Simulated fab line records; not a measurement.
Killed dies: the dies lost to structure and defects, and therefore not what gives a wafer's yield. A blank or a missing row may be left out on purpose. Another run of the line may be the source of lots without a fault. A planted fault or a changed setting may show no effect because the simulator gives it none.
fab line records    flow nandHarc
record: lots: 6  wafers: 17  lastDay: 24
route steps=1159 shown A_WL_FILL@839 A_CONTACT@840 END@1159
lots that met no fault: taken from a fault-free run of the same line
startH: hours from the record's opening day to when the first of the lot's shown wafers began    waitH: hours from the lot's prior step to this one    " identical to the entry in the row above    L1.1+2: a single row standing in for several wafers    - no value present, or no start provided    * or withheld: withheld    < > ~ a bound
route shown NAME@n: NAME is a module with steps in the file, n the number in the route of the first one    usual: mean and standard deviation over wafers with no fault    same: alike in all rows    chamber/n: place in a boat    sites: per-site readings    _std_site: their standard deviation    _edge_site: the outer-site mean with the inner-site mean subtracted    radiusMm: for every site, how far away it sits from the centre of the wafer    mask NAME#n: copy n    behind: tool/chamber where the wafer was last shaped    hold: what put the lot on hold/how long, in hours/how the hold closed    device: the n, p or np transistor that did not switch    end of line: the route-end tests of the same wafers    step lacking rows: just its recipe    killed: the dies lost at the first sort to structure and to defects; this is not the yield of the wafer    map: a wafer's dies, marking killed ones x, the rest . and places with no die _
set.NAME: the setting that was run; set.NAME@STEP: the one run at that earlier step    model.NAME: the simulator's own value behind a step, which no gauge read
lots seen at some steps along the route; tables by step, rows by wafer
services: a tool's chamber out of use, with start hour (startH, from the record's first day; less than 0 if before it), hours out, and reason
== steps ==
step: NHARC_A_WL_FILL_INSPECT_15
usual: rawDefectCount: 400/130
lot.wafer  tool              chamber  startH  waitH  rawDefectCount
L871.2     defectInspect-01  -        361.34  0.0    432
L871.3     "                 -        "       "      685
L871.6     "                 -        "       "      442
L875.2     defectInspect-02  -        374.22  0.0    221
L875.5     "                 -        "       "      502
L875.6     "                 -        "       "      315
L877.1     defectInspect-01  -        396.64  0.0    384
L877.3     "                 -        "       "      502
L877.4     "                 -        "       "      534
L881.3     defectInspect-02  -        423.80  0.0    464
L881.5     "                 -        "       "      292
L888.2     defectInspect-02  -        468.51  0.0    309
L888.5     "                 -        "       "      363
L888.6     "                 -        "       "      224
L892.4     defectInspect-01  -        499.98  0.0    486
L892.5     "                 -        "       "      326
L892.6     "                 -        "       "      343
step: NHARC_A_CONTACT_DEP_24
recipe: targetThkA: 5000  tempC: 400  pressureTorr: 6.5  rfW: 900  teosFlowSccm: 161.4  flowSccm: 2650  targetThkNm: 500  gas: O2  material: SiO2
usual: chamberPressureTorr: 6.501/0.014  heaterPowerW: 571/72  throttleValvePct: 15.8/0.52
lot.wafer  tool      chamber  startH  waitH  chamberPressureTorr  heaterPowerW  throttleValvePct
L871.3     pecvd-02  1        361.41  0.1    6.501                582           15.7
L871.2     "         2        "       "      6.546                669           15.4
L871.6     "         0        "       "      6.524                716           15.4
L875.2     pecvd-01  1        374.42  0.2    6.498                547           15.7
L875.6     "         2        "       "      6.520                462           15.5
L875.5     "         1        "       "      6.491                580           15.5
L877.3     pecvd-04  0        396.71  0.1    6.534                590           16.0
L877.1     "         2        "       "      6.505                489           16.4
L877.4     "         2        "       "      6.494                517           16.3
L881.3     pecvd-02  0        423.93  0.1    6.473                651           15.7
L881.5     "         2        "       "      6.507                649           15.6
L888.2     pecvd-04  2        468.70  0.2    6.517                432           16.6
L888.5     "         1        "       "      6.490                646           16.3
L888.6     "         2        "       "      6.521                465           16.3
L892.4     pecvd-02  1        500.23  0.2    6.497                599           15.6
L892.6     "         2        "       "      6.502                632           15.6
L892.5     "         0        "       "      6.498                622           15.5
step: NHARC_A_CONTACT_DEP_28
recipe: targetThkA: 36000  tempC: 400  material: aC
usual: throttleValvePct: 35.000/0.0088
lot.wafer  tool       chamber  startH  waitH  throttleValvePct
L871.2     aclDep-01  0        362.74  0.8    35.014
L871.3     "          0        "       "      34.998
L871.6     "          0        364.23  2.3    34.997
L875.2     aclDep-03  0        375.56  0.7    35.007
L875.5     "          0        376.66  1.8    34.999
L875.6     "          0        "       "      34.990
L877.1     aclDep-01  0        397.31  0.1    35.003
L877.3     "          0        "       "      34.994
L877.4     "          0        "       "      35.008
L881.3     aclDep-01  0        427.00  2.6    35.003
L881.5     "          0        "       "      34.999
L888.2     aclDep-03  0        471.99  2.9    34.999
L888.5     "          0        473.08  4.0    35.003
L888.6     "          0        "       "      35.017
L892.4     aclDep-02  0        501.76  1.2    35.007
L892.5     "          0        "       "      34.997
L892.6     "          0        "       "      35.003
step: NHARC_A_CONTACT_DEP_29
recipe: targetThkA: 700  targetThkNm: 70  tempC: 400  pressureTorr: 3.5  flowSccm: 200  rfW: 350  material: SiON
usual: chamberPressureTorr: 3.498/0.0084  heaterPowerW: 743/74
lot.wafer  tool      chamber  startH  waitH  chamberPressureTorr  heaterPowerW
L871.2     pecvd-01  1        364.65  1.5    3.505                737
L871.3     "         2        "       "      3.490                739
L871.6     "         2        "       "      3.494                736
L875.2     pecvd-02  2        377.47  1.5    3.504                794
L875.6     "         1        "       "      3.492                767
L875.5     "         2        "       "      3.498                804
L877.3     pecvd-04  0        399.54  1.1    3.504                776
L877.1     "         2        "       "      3.502                715
L877.4     "         2        "       "      3.499                717
L881.3     pecvd-04  0        428.54  1.2    3.516                719
L881.5     "         1        "       "      3.479                789
L888.2     pecvd-04  2        473.88  1.5    3.496                737
L888.5     "         0        "       "      3.493                827
L888.6     "         1        "       "      3.489                717
L892.5     pecvd-01  0        502.97  0.5    3.512                573
L892.6     "         1        "       "      3.478                608
L892.4     "         2        "       "      3.499                650
step: NHARC_A_CONTACT_DEHYDRATE_32
recipe: tempC: 150  timeS: 120
step: NHARC_A_CONTACT_HMDS_33
recipe: timeS: 30
step: NHARC_A_CONTACT_COAT_34
recipe: tempC: 260  timeS: 75
step: NHARC_A_CONTACT_COAT_35
recipe: tempC: 225  timeS: 65
step: NHARC_A_CONTACT_COAT_36
recipe: spinRpm: 1500  resistThkNm: 90
step: NHARC_A_CONTACT_SOFTBAKE_37
recipe: tempC: 105  timeS: 55
usual: heaterPowerTotalW: 188.45/0.13
lot.wafer  tool           chamber  startH  waitH  heaterPowerTotalW
L871.2     lithoTrack-04  0        364     -      188.43
L871.3     "              0        "       "      188.33
L871.6     "              0        "       "      188.34
L875.2     lithoTrack-04  0        377     -      188.45
L875.5     "              0        "       "      188.32
L875.6     "              0        "       "      188.67
L877.1     lithoTrack-04  0        399     -      222.48
L877.3     "              0        "       "      222.80
L877.4     "              0        "       "      188.52
L881.3     lithoTrack-04  0        428     -      222.63
L881.5     "              0        "       "      188.51
L888.2     lithoTrack-01  0        474     -      188.69
L888.5     "              0        "       "      188.50
L888.6     "              0        "       "      188.41
L892.4     lithoTrack-06  0        503     -      188.38
L892.5     "              0        "       "      188.41
L892.6     "              0        "       "      188.46
step: NHARC_A_CONTACT_EBR_38
step: NHARC_END_SORT_01
recipe: tempC: 25
usual: killedAtArray: 26/9  killedAtOther: 0.8/1.2  killedAtPeriphery: 3.2/2.3  killedDies: 30/9.1  killedOpen: 3.5/2  killedShort: 1.8/1.4
same: grossDies: 677
lot.wafer  tool       chamber  startH  waitH  killedAtArray  killedAtOther  killedAtPeriphery  killedDies  killedOpen  killedShort
L875.2     prober-02  0        463.13  2.8    16             0              0                  16          3           0
L875.5     prober-02  0        465.51  3.7    25             2              2                  29          6           3
L875.6     prober-02  0        466.31  4.0    20             1              1                  22          5           2
killed by level:class
L875.2 A_STAIRCASE:chamberFilmFlake=5 A_SLIT:chamberFilmFlake=5 A_CHANNEL_HOLE_D1:chamberFilmFlake=2 A_WL_FILL:geometricParticle:open=1 A_CONTACT:geometricParticle:open=1 A_BLC:geometricParticle:open=1 A_CONTACT:chamberFilmFlake=1
L875.5 A_SLIT:chamberFilmFlake=6 A_STAIRCASE:chamberFilmFlake=5 A_CONTACT:chamberFilmFlake=3 A_CHANNEL_HOLE_D1:chamberFilmFlake=2 P_CONTACT:geometricParticle:open=1 A_ONON_D1:geometricParticle:short=1 A_ONON_D1:geometricParticle:open=1 A_CHANNEL_FILL_D1:geometricParticle:open=1
L875.6 A_SLIT:chamberFilmFlake=7 A_STAIRCASE:chamberFilmFlake=5 A_CONTACT:geometricParticle:open=2 A_CHANNEL_HOLE_D1:chamberFilmFlake=2 A_ONON_D1:geometricParticle:short=1 A_WL_FILL:geometricParticle:open=1 A_BLC:geometricParticle:short=1 A_M1:geometricParticle:open=1
== services ==
tool           chamber  startH  hours  kind
pecvd-02       0        347.27  -      clean
pecvd-02       1        347.27  -      clean
pecvd-02       2        347.27  -      clean
aclDep-02      -        349.70  13.0   pm
pecvd-04       -        376.34  13.0   pm
pecvd-04       0        376.34  13.0   ventCycle
pecvd-04       1        376.34  13.0   ventCycle
pecvd-04       2        376.34  13.0   ventCycle
pecvd-04       0        389.34  -      clean
pecvd-04       1        389.34  -      clean
pecvd-04       2        389.34  -      clean
pecvd-04       0        389.61  6.4    repair
aclDep-03      -        405.06  13.0   pm
pecvd-01       -        418.39  13.0   pm
pecvd-01       0        418.39  13.0   ventCycle
pecvd-01       1        418.39  13.0   ventCycle
lithoTrack-01  -        443.00  7.0    pm
pecvd-01       -        448.27  0.9    repair
pecvd-04       -        454.48  4.5    repair
pecvd-01       2        457.95  3.3    repair
lithoTrack-06  -        467.00  7.0    pm
aclDep-01      -        473.90  13.0   pm
lithoTrack-04  -        491.01  7.0    pm
aclDep-03      -        501.20  1.5    repair
== key ==
firstSign: step: NHARC_A_CONTACT_SOFTBAKE_37  reading: heaterPowerTotalW  direction: up  sigmas: 99+  usual: *  struck: *
effect none on later readings
metAt NHARC_A_CONTACT_SOFTBAKE_37
struckWafers L877.1,L877.3,L881.3
testerLeftOut L877,L881
onsetBetween 377 399
fault: kind: processParameterDrift  tool: lithoTrack-04  chamber: -  onsetH: 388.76  steps: NHARC_A_CONTACT_SOFTBAKE_37  channel: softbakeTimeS  offset: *  shape: step  endH: 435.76  scope: struckWafersOnly  actsIn: *  stated: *
testerLeftOut: of these lots the tester's yield and bins aren't shown, on N5 and GAA mostly nor the transistor test; their killed dies are dies lost to structure and defects alone, not to doping, threshold or leakage, so they don't give the yield
